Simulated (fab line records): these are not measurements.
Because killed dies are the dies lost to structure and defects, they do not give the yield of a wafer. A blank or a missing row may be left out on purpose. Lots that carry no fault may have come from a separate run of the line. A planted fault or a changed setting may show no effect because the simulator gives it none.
Split-lot experiment | flow n5 finfet | on a route of 1938 steps: 7 lots, 21 wafers read

== ABOUT THE SPLIT ==
At N5_BEOL_M3_ALD_98 (deposits SiO2, target thk 2.5 nm, pulse time 1 s, co reactant pulse time 1 s), the setting ald cycles was moved away from the recipe's 17 on 6 of the 21 wafers read, by -11.8% to +11.8%. The other wafers ran this setting at the recipe's value.

Reading taken at the split's own step.

== THE READING ==
SiO2_of_BEOL_M3_ALD_98.thk nm (the simulator's own value, which no gauge read), in nm, at N5_BEOL_M3_ALD_98 (deposits SiO2, target thk 2.5 nm, pulse time 1 s, co reactant pulse time 1 s). There is no usual value for it anywhere in the file. Average 2.4 nm, standard deviation 0.08 nm, over the 15 wafers here run with the recipe.

wafer  | tool, chamber at the split | ald cycles as run | against the recipe | SiO2_of_BEOL_M3_ALD_98.thk nm, nm | against lot-mates on the recipe
L075.1 | ald sin-04, 1,2            | 15                | -11.8%             | 2.2                               | -0.2
L075.3 | ald sin-04, 1,2            | 15                | -11.8%             | 2.2                               | -0.2
L075.6 | ald sin-04, 1              | 17                | recipe             | 2.4                               | -
L077.1 | ald sin-03, 0,2,1          | 17                | recipe             | 2.4                               | -
L077.2 | ald sin-03, 0,2,1          | 17                | recipe             | 2.4                               | -
L077.5 | ald sin-03, 0,2,1          | 17                | recipe             | 2.4                               | -
L080.4 | ald sin-04, 3,0,3          | 17                | recipe             | 2.4                               | -
L080.5 | ald sin-04, 3,0,3          | 17                | recipe             | 2.4                               | -
L080.6 | ald sin-04, 3,0,3          | 17                | recipe             | 2.4                               | -
L082.1 | ald sin-04, 0,3,1          | 17                | recipe             | 2.4                               | -
L082.2 | ald sin-04, 0,3,1          | 17                | recipe             | 2.4                               | -
L082.4 | ald sin-04, 0,3,1          | 17                | recipe             | 2.4                               | -
L083.1 | ald sin-04, 2              | 18                | +5.9%              | 2.6                               | +0.0
L083.4 | ald sin-04, 0,1            | 17                | recipe             | 2.6                               | -
L083.6 | ald sin-04, 0,1            | 17                | recipe             | 2.6                               | -
L093.1 | ald sin-03, 3              | 17                | recipe             | 2.6                               | -
L093.3 | ald sin-03, 1              | 15                | -11.8%             | 2.2                               | -0.3
L093.6 | ald sin-03, 0              | 17                | recipe             | 2.4                               | -
L097.2 | ald sin-04, 2              | 17                | recipe             | 2.4                               | -
L097.3 | ald sin-04, 1,3            | 19                | +11.8%             | 2.8                               | +0.4
L097.4 | ald sin-04, 1,3            | 19                | +11.8%             | 2.8                               | +0.4
The file does not say which wafer passed through which chamber wherever a row lists several chambers: such a row stands for several wafers.

FIT RESULTS
A straight line over all 21 wafers: SiO2_of_BEOL_M3_ALD_98.thk nm changes by +0.0247 nm for each +1% of ald cycles; r = +0.90; the points scatter about the line by 0.076 nm.
The same after taking each lot's own level away (the mean of its wafers on the recipe; 21 wafers): +0.0244 nm for each +1%; r = +0.92; scatter 0.064 nm.
The reading moves by 0.29 nm for the largest change in ald cycles, on that fit.
Measured against the standard deviation above, the lots' own levels, which go from 2.40 to 2.60 nm, span 2.5 times it.
So the lot-to-lot level changes the slope little: the two slopes agree.
Check: for one of the wafers moved furthest among these (-11.8%), held out of the fit, the line's prediction against its lot-mates is -0.298 nm. It came out at -0.2 nm against them.

== OTHER SPLITS APPLIED TO THESE WAFERS ==
Other splits were also applied to these wafers ahead of the reading. Each is held against what the fit with the lots' levels taken away leaves over:
other split on the same wafers | wafers away from the commonest value | r with SiO2_of_BEOL_M3_ALD_98.thk nm (lot level and that fit taken away)
N5_BEOL_M0_CUTY_ETCH_63 time s | 5                                    | +0.12
N5_BEOL_M1_ILD_DEP_00 time s   | 7                                    | -0.39
N5_BEOL_M2_ALD_98 ald cycles   | 7                                    | +0.54
N5_BEOL_M3_EXPOSE_25 dose mj   | 11                                   | +0.01

== FILE'S OWN FIT ==
SiO2_of_BEOL_M3_ALD_98.thk nm changes by +0.0235 nm for each +1% of ald cycles, r = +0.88.
